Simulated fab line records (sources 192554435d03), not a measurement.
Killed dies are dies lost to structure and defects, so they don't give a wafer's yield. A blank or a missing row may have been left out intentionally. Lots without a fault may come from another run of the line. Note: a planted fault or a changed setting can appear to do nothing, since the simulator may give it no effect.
fab line records    flow n5_finfet
[record] lots = 7  wafers = 21
route steps=1938 shown BEOL_M15@1809 TV_OPEN@1887 PAD_METAL@1895 PASSIVATION@1901
start_h: start of the lot's first displayed wafer, in hours after the record's first day    wait_h: how many hours have passed since the lot's step before this one    " same as the row above    L1.1+2: a single row standing in for several wafers    - no value present, or no start provided    * or withheld: withheld    < > ~ a bound
route shown NAME@n: names a module that has steps shown in the file, with the first one's number in the route    usual: mean/standard deviation taken from wafers without a fault    same: alike in all rows    chamber/n: place in a boat    sites: each site's reading    _std_site: standard deviation across them    _edge_site: mean of outer sites minus mean of inner sites    radius_mm: how far each site lies from the wafer's centre    mask NAME#n: copy n    behind: tool/chamber where the wafer was last shaped    hold: why the lot went on hold/how many hours it stayed there/how the hold came to an end    device: names the non-switching transistor (n, p or np)    end of line: the tests these same wafers got at the end of their route    a step given without rows: its recipe and nothing more    killed: the dies lost at the first sort to structure and to defects; this is not the yield of the wafer    map: a wafer's dies, marking killed ones x, the rest . and places with no die _
set.NAME: the setting as run; set.NAME@STEP: as run at that earlier step    model.NAME: the simulator's own value behind a step, which no gauge read
lots with deliberately changed settings; one table per step, one row per wafer
[[steps]]
[step N5_BEOL_M15_TRENCH_ETCH_34]
[recipe] chemistry = C4F8/O2/Ar  target = SiO2  target_depth_a = 8729.3  he_inner_torr = 15  he_outer_torr = 30  time_s = 199  ion_energy_ev = 800  pressure_mtorr = 20  source_w = 1905  bias_w = 2040  Ar_flow_sccm = 400  C4F8_flow_sccm = 16  O2_flow_sccm = 12
lot.wafer  tool         chamber  start_h  wait_h  set.time_s  model.etch.depth_nm
L074.1     rie_diel-04  2        285.04   0.0     199         881.4
L074.3     "            3        "        "       199         862.9
L074.5     "            2        "        "       199         882.9
L075.3     rie_diel-01  2        296.54   0.0     199         846
L075.4     "            0        "        "       199         875.7
L075.5     "            0        "        "       199         872.9
L079.2     rie_diel-04  1        320.01   0.0     199         864.7
L079.4     "            3        "        "       154.3       676.3
L079.6     "            2        "        "       154.3       692.5
L082.2     rie_diel-03  1        333.55   0.0     199         839.1
L082.5     "            1        "        "       199         835.5
L082.6     "            0        "        "       199         865.5
L086.2     rie_diel-03  0        364.36   0.0     211.3       902.9
L086.4     "            3        "        "       211.3       930.4
L086.6     "            3        "        "       199         878.2
L091.1     rie_diel-03  2        377.64   0.0     199         839.6
L091.3     "            0        "        "       199         850
L091.4     "            1        "        "       199         837.6
L092.2     rie_diel-03  3        382.80   0.0     199         887.3
L092.3     "            2        "        "       199         844
L092.6     "            3        "        "       199         879.9
[step N5_BEOL_M15_STRIP_36]
[recipe] chemistry = O2  power_w = 600  temp_c = 60  pressure_mtorr = 30  rf_frequency_hz = 6e+07  bias_power_w = 0  overash_fraction = 0.3  o2_flow_sccm = 225
[step N5_BEOL_M15_ECD_47]
[recipe] material = Cu  target_thk_a = 18600
[step N5_BEOL_M15_ANNEAL_48]
[recipe] temp_c = 225  time_s = 90  ambient = N2
[step N5_BEOL_M15_CMP_49]
[recipe] stop_on = SiO2  t_overpolish_s = 4.9  down_force_psi = 2  platen_rpm = 80  clearing_platen_down_force_psi = 2  clearing_platen_rpm = 80  post_cmp_clean = cu_alkaline  target_thk_nm = 850  clearing_platen_pad_velocity_m_s = 1.5917  pad_velocity_m_s = 1.5917
lot.wafer  tool    chamber  start_h  wait_h  set.time_s@BEOL_M15_TRENCH_ETCH_34  model.Cu_of_BEOL_M15_ECD_47.thk_nm
L074.1     cmp-04  0        289.84   0.3     199                                 859.6
L074.3     "       2        "        "       199                                 840.6
L074.5     "       3        "        "       199                                 860.2
L075.4     cmp-02  1        298.09   0.1     199                                 851.6
L075.3     "       3        "        "       199                                 823.8
L075.5     "       2        "        "       199                                 850.8
L079.2     cmp-03  3        321.62   0.3     199                                 841.2
L079.4     "       0        "        "       154.3                               652.6
L079.6     "       2        "        "       154.3                               670.6
L082.2     cmp-03  2        336.57   0.3     199                                 815.8
L082.5     "       3        "        "       199                                 812.6
L082.6     "       0        "        "       199                                 843
L086.2     cmp-04  1        366.99   0.2     211.3                               879.8
L086.4     "       3        "        "       211.3                               905.8
L086.6     "       1        "        "       199                                 855
L091.3     cmp-02  0        379.95   0.2     199                                 827.8
L091.4     "       1        "        "       199                                 813.6
L091.1     "       2        "        "       199                                 817.8
L092.2     cmp-03  2        388.56   0.2     199                                 864.6
L092.3     "       0        "        "       199                                 820.4
L092.6     "       1        "        "       199                                 858.4
[step N5_BEOL_M15_THK_MEAS_50]
[recipe] thk_meas_gauge = xrf  reads = Cu_of_BEOL_M15_ECD_47
[usual] M15_THK = 835/18
lot.wafer  tool           chamber  start_h  wait_h  set.time_s@BEOL_M15_TRENCH_ETCH_34  M15_THK[nm]
L074.1     film_metro-01  -        290.10   -       199                                 856
L074.3     "              -        "        "       199                                 830
L074.5     "              -        "        "       199                                 855
L075.3     film_metro-01  -        298.39   -       199                                 812
L075.4     "              -        "        "       199                                 841
L075.5     "              -        "        "       199                                 838
L079.2     film_metro-02  -        321.84   -       199                                 824
L079.4     "              -        "        "       154.3                               642
L079.6     "              -        "        "       154.3                               662
L082.2     film_metro-02  -        336.75   -       199                                 810
L082.5     "              -        "        "       199                                 805
L082.6     "              -        "        "       199                                 834
L086.2     film_metro-02  -        367.25   -       211.3                               879
L086.4     "              -        "        "       211.3                               899
L086.6     "              -        "        "       199                                 852
L091.1     film_metro-01  -        380.24   -       199                                 812
L091.3     "              -        "        "       199                                 818
L091.4     "              -        "        "       199                                 804
L092.2     film_metro-01  -        388.82   -       199                                 862
L092.3     "              -        "        "       199                                 814
L092.6     "              -        "        "       199                                 854
[step N5_BEOL_M15_PRE_CLEAN_52]
[recipe] gas = NH3  time_s = 15  temp_c = withheld  rf_power_w = 300
[step N5_BEOL_M15_DEP_53]
[recipe] material = SiCN  target_thk_a = 500  temp_c = withheld  precursor = 3MS/NH3  pressure_torr = 3  rf_w = 675  time_s = 17.8
[step N5_BEOL_M15_RS_MEAS_54]
[recipe] thk_meas_gauge = four-point-probe  reads = Cu_of_BEOL_M15_ECD_47+Ta_of_BEOL_M15_SPUTTER_44+TaN_of_BEOL_M15_SPUTTER_43
[usual] M15_RS = 0.0218/0.00048
lot.wafer  tool           chamber  start_h  wait_h  set.time_s@BEOL_M15_TRENCH_ETCH_34  M15_RS[ohm/sq]
L074.1     film_metro-01  -        290.23   0.0     199                                 0.0213
L074.3     "              -        "        "       199                                 0.0219
L074.5     "              -        "        "       199                                 0.0213
L075.3     film_metro-01  -        298.52   0.1     199                                 0.0223
L075.4     "              -        "        "       199                                 0.0215
L075.5     "              -        "        "       199                                 0.0216
L079.2     film_metro-01  -        321.97   0.1     199                                 0.0219
L079.4     "              -        "        "       154.3                               0.0283
L079.6     "              -        "        "       154.3                               0.0275
L082.2     film_metro-02  -        336.88   0.1     199                                 0.0224
L082.5     "              -        "        "       199                                 0.0226
L082.6     "              -        "        "       199                                 0.0218
L086.2     film_metro-01  -        367.38   0.1     211.3                               0.0209
L086.4     "              -        "        "       211.3                               0.0202
L086.6     "              -        "        "       199                                 0.0214
L091.1     film_metro-01  -        380.37   0.0     199                                 0.0224
L091.3     "              -        "        "       199                                 0.0222
L091.4     "              -        "        "       199                                 0.0225
L092.2     film_metro-01  -        388.98   0.1     199                                 0.0212
L092.3     "              -        "        "       199                                 0.0224
L092.6     "              -        "        "       199                                 0.0214
[step N5_PASSIVATION_PASS_ETCH_74]
[recipe] chemistry = CF4/O2  target = SiNx  target_depth_a = 2200  time_s = 110  ion_energy_ev = 100  pressure_mtorr = 40  source_w = 535  bias_w = 49  Ar_flow_sccm = 100  cf4_flow_sccm = 100  O2_flow_sccm = 10
[usual] rf_vpp_V = 242/3.9
lot.wafer  tool         chamber  start_h  wait_h  set.source_w  rf_vpp_V  model.etch.depth_nm  model.TV_OPEN.cd_offset_nm
L074.1     rie_diel-03  0        297.04   0.0     535           236       220.5                -0.2
L074.3     "            2        "        "       469.1         259       189.3                1.4
L074.5     "            2        "        "       469.1         259       188.2                1.2
L075.3     rie_diel-04  1        305.40   0.0     535           242       217.4                0.2
L075.4     "            3        "        "       535           245       220                  0.6
L075.5     "            3        "        "       535           247       219.4                0.4
L079.2     rie_diel-01  1        328.97   0.0     535           244       219.1                0.8
L079.4     "            2        "        "       535           234       217.1                0.2
L079.6     "            3        "        "       602.8         228       260                  -1.8
L082.2     rie_diel-04  2        342.70   0.0     607.5         226       249                  -1.6
L082.5     "            2        "        "       607.5         226       249.6                -1.8
L082.6     "            1        "        "       535           243       215.1                0.4
L086.2     rie_diel-03  3        378.86   0.0     535           242       228.7                -0.4
L086.4     "            0        "        "       535           237       217.8                0
L086.6     "            1        "        "       603.1         233       232.6                -1
L091.1     rie_diel-04  3        386.17   0.0     535           245       216.6                1.2
L091.3     "            0        "        "       619.6         228       253.4                -0.8
L091.4     "            1        "        "       535           241       215.6                1
L092.2     rie_diel-04  1        397.55   0.0     535           242       217.6                0.6
L092.3     "            3        "        "       507.4         253       207.1                1.6
L092.6     "            3        "        "       535           244       218.7                0.8
[step N5_PASSIVATION_VIA_ETCH_13]
[recipe] chemistry = CHF3/O2  target = SiO2  target_depth_a = 6600  CHF3_flow_sccm = 50  O2_flow_sccm = 5  Ar_flow_sccm = 200  time_s = 330  mask_material = PR  pressure_mtorr = 30  source_w = 650  bias_w = 170  ion_energy_ev = 200  ends = cleared
lot.wafer  tool         chamber  start_h  wait_h  set.source_w@PASSIVATION_PASS_ETCH_74  model.TV_OPEN.cd_offset_nm
L074.1     rie_diel-03  0        297.77   0.7     535                                    1.8
L074.3+5   "            2        "        "       469.1                                  3.4
L075.3     rie_diel-04  1        305.49   0.0     535                                    2.4
L075.4+5   "            3        "        "       535                                    2.6
L079.2     rie_diel-01  1        329.07   0.0     535                                    3
L079.4     "            2        "        "       535                                    1.8
L079.6     "            3        "        "       602.8                                  0.2
L082.2     rie_diel-04  2        342.79   0.0     607.5                                  -0.4
L082.5     "            2        "        "       607.5                                  0.4
L082.6     "            1        "        "       535                                    2.4
L086.2     rie_diel-03  3        378.95   0.0     535                                    1.2
L086.4     "            0        "        "       535                                    1.6
L086.6     "            1        "        "       603.1                                  1.4
L091.1     rie_diel-04  3        386.27   0.0     535                                    3.6
L091.3     "            0        "        "       619.6                                  0.8
L091.4     "            1        "        "       535                                    3.4
L092.2     rie_diel-04  1        397.64   0.0     535                                    3
L092.3     "            3        "        "       507.4                                  3.8
L092.6     "            3        "        "       535                                    3.2
[step N5_PASSIVATION_SPUTTER_20]
[recipe] material = TaN  target_thk_a = 500  temp_c = 25  chamber_pressure_pa = 0.4
lot.wafer  tool            chamber  start_h  wait_h  set.target_thk_a  model.TaN_of_PASSIVATION_SPUTTER_20.thk_nm
L074.1     pvd_sputter-01  -        299.83   0.0     500               50
L074.3     "               -        "        "       475.9             47.8
L074.5     "               -        "        "       500               49.4
L075.3+5   pvd_sputter-02  -        306.04   0.0     500               50.2
L075.4     "               -        "        "       500               50.4
L079.2+6   pvd_sputter-03  -        330.46   0.0     500               50.2
L079.4     "               -        "        "       557.6             55.6
L082.2     pvd_sputter-03  -        343.39   0.0     500               51
L082.5     "               -        "        "       500               50.4
L082.6     "               -        "        "       519.3             52
L086.2     pvd_sputter-01  -        379.65   0.0     500               50.4
L086.4     "               -        "        "       521.6             51.8
L086.6     "               -        "        "       521.6             52.4
L091.1     pvd_sputter-01  -        387.76   0.0     530.6             52.4
L091.3+4   "               -        "        "       500               49.6
L092.2+3   pvd_sputter-01  -        398.59   0.0     500               50
L092.6     "               -        "        "       500               49.4
[step N5_PASSIVATION_AL_DEP_21]
[recipe] material = Al  target_thk_a = 28000  temp_c = 400  time_s = 170  power_w = 30000  chamber_pressure_pa = 0.4  gas = Ar
lot.wafer  tool            chamber  start_h  wait_h  set.time_s  model.Al_of_PASSIVATION_AL_DEP_21.thk_nm
L074.1     pvd_sputter-01  -        299.93   0.1     170         2822
L074.3     "               -        "        "       170         2794
L074.5     "               -        "        "       170         2818
L075.3+5   pvd_sputter-02  -        306.14   0.1     170         2843
L075.4     "               -        "        "       170         2848
L079.2     pvd_sputter-03  -        330.56   0.1     155         2558
L079.4     "               -        "        "       170         2843
L079.6     "               -        "        "       170         2822
L082.2     pvd_sputter-03  -        343.49   0.1     178.7       2916
L082.5     "               -        "        "       170         2787
L082.6     "               -        "        "       178.7       2939
L086.2     pvd_sputter-01  -        379.75   0.1     187.3       3061
L086.4     "               -        "        "       187.3       3080
L086.6     "               -        "        "       187.3       3077
L091.1     pvd_sputter-01  -        387.86   0.1     170         2814
L091.3     "               -        "        "       170         2812
L091.4     "               -        "        "       170         2825
L092.2     pvd_sputter-01  -        398.69   0.1     170         2803
L092.3     "               -        "        "       152.3       2518
L092.6     "               -        "        "       170         2777
[step N5_PASSIVATION_EXPOSE_27]
[recipe] mask_id = PAD  na = 0.55  source_shape = conventional  sigma_outer = 0.8  polarization = unpolarized  defocus_nm = 0  dose_mj = 32.3
lot.wafer   tool            chamber  start_h  wait_h  mask   set.dose_mj
L074.1+3    krf_scanner-02  0        300.35   -       PAD#0  30.8
L074.5      "               0        "        "       PAD#0  32.3
L075.3+4+5  krf_scanner-01  0        306.57   -       PAD#0  32.3
L079.2+4+6  krf_scanner-01  0        330.99   -       PAD#0  33.15
L082.2+6    krf_scanner-02  0        343.91   -       PAD#0  32.3
L082.5      "               0        "        "       PAD#0  33.08
L086.2+4+6  krf_scanner-01  0        380.06   -       PAD#0  32.3
L091.1+3+4  krf_scanner-02  0        388.28   -       PAD#0  32.3
L092.2+3    krf_scanner-02  0        399.12   -       PAD#0  33.77
L092.6      "               0        "        "       PAD#0  32.3
[step N5_PASSIVATION_PEB_28]
[recipe] peb_temp_c = withheld  peb_time_s = *
[step N5_PASSIVATION_DEVELOP_29]
[recipe] develop_time_s = 60  rinse_liquid = diw  dry = air_spin  dev_temp_c = 21
[step N5_PASSIVATION_HARDBAKE_31]
[recipe] temp_c = 130  time_s = 120
[step N5_PASSIVATION_CD_MEAS_30]
[recipe] target_cd_nm = 4000  landing_energy_ev = 500  detector = se_inlens  polarity = opening
[usual] cd_nm = 3998.8/1.6
lot.wafer  tool       chamber  start_h  wait_h  set.dose_mj@PASSIVATION_EXPOSE_27  cd_nm
L074.1     cd_sem-03  0        300.54   -       30.8                               3992.3
L074.3     "          0        "        "       30.8                               3991.8
L074.5     "          0        "        "       32.3                               3998.7
L075.3     cd_sem-01  0        306.73   -       32.3                               3997.8
L075.4     "          0        "        "       32.3                               3994.4
L075.5     "          0        "        "       32.3                               3997.9
L079.2     cd_sem-01  0        331.16   -       33.15                              4002.7
L079.4     "          0        "        "       33.15                              4002.5
L079.6     "          0        "        "       33.15                              4005.0
L082.2     cd_sem-01  0        344.08   -       32.3                               3999.2
L082.5     "          0        "        "       33.08                              4002.9
L082.6     "          0        "        "       32.3                               3998.5
L086.2     cd_sem-02  0        380.23   -       32.3                               4000.6
L086.4     "          0        "        "       32.3                               3999.5
L086.6     "          0        "        "       32.3                               4001.2
L091.1     cd_sem-03  0        388.46   -       32.3                               4000.3
L091.3     "          0        "        "       32.3                               4003.5
L091.4     "          0        "        "       32.3                               3999.8
L092.2     cd_sem-03  0        399.29   -       33.77                              4007.8
L092.3     "          0        "        "       33.77                              4004.5
L092.6     "          0        "        "       32.3                               3997.3
[[key]]
[split] step = N5_BEOL_M15_TRENCH_ETCH_34  setting = time_s  stated = 199  by = wafer
[response] step = N5_BEOL_M15_TRENCH_ETCH_34  reading = model.etch.depth_nm  change = +7.9  per = 1%  r = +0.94
[response] step = N5_BEOL_M15_CMP_49  reading = model.Cu_of_BEOL_M15_ECD_47.thk_nm  change = +7.86  per = 1%  r = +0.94
[response] step = N5_BEOL_M15_THK_MEAS_50  reading = M15_THK  change = +7.56  per = 1%  r = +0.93
[response] step = N5_BEOL_M15_RS_MEAS_54  reading = M15_RS  change = -0.00026  per = 1%  r = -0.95
[split] step = N5_PASSIVATION_PASS_ETCH_74  setting = source_w  stated = 535  by = wafer
[response] step = N5_PASSIVATION_PASS_ETCH_74  reading = rf_vpp_V  change = -1.11  per = 1%  r = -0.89
[response] step = N5_PASSIVATION_PASS_ETCH_74  reading = model.etch.depth_nm  change = +2.3  per = 1%  r = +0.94
[response] step = N5_PASSIVATION_PASS_ETCH_74  reading = model.TV_OPEN.cd_offset_nm  change = -0.129  per = 1%  r = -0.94
[response] step = N5_PASSIVATION_VIA_ETCH_13  reading = model.TV_OPEN.cd_offset_nm  change = -0.135  per = 1%  r = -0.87
[split] step = N5_PASSIVATION_SPUTTER_20  setting = target_thk_a  stated = 500  by = wafer
[response] step = N5_PASSIVATION_SPUTTER_20  reading = model.TaN_of_PASSIVATION_SPUTTER_20.thk_nm  change = +0.444  per = 1%  r = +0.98
[split] step = N5_PASSIVATION_AL_DEP_21  setting = time_s  stated = 170  by = wafer
[response] step = N5_PASSIVATION_AL_DEP_21  reading = model.Al_of_PASSIVATION_AL_DEP_21.thk_nm  change = +28.1  per = 1%  r = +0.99
[split] step = N5_PASSIVATION_EXPOSE_27  setting = dose_mj  stated = 32.3  by = wafer
[response] step = N5_PASSIVATION_CD_MEAS_30  reading = cd_nm  change = +1.67  per = 1%  r = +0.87
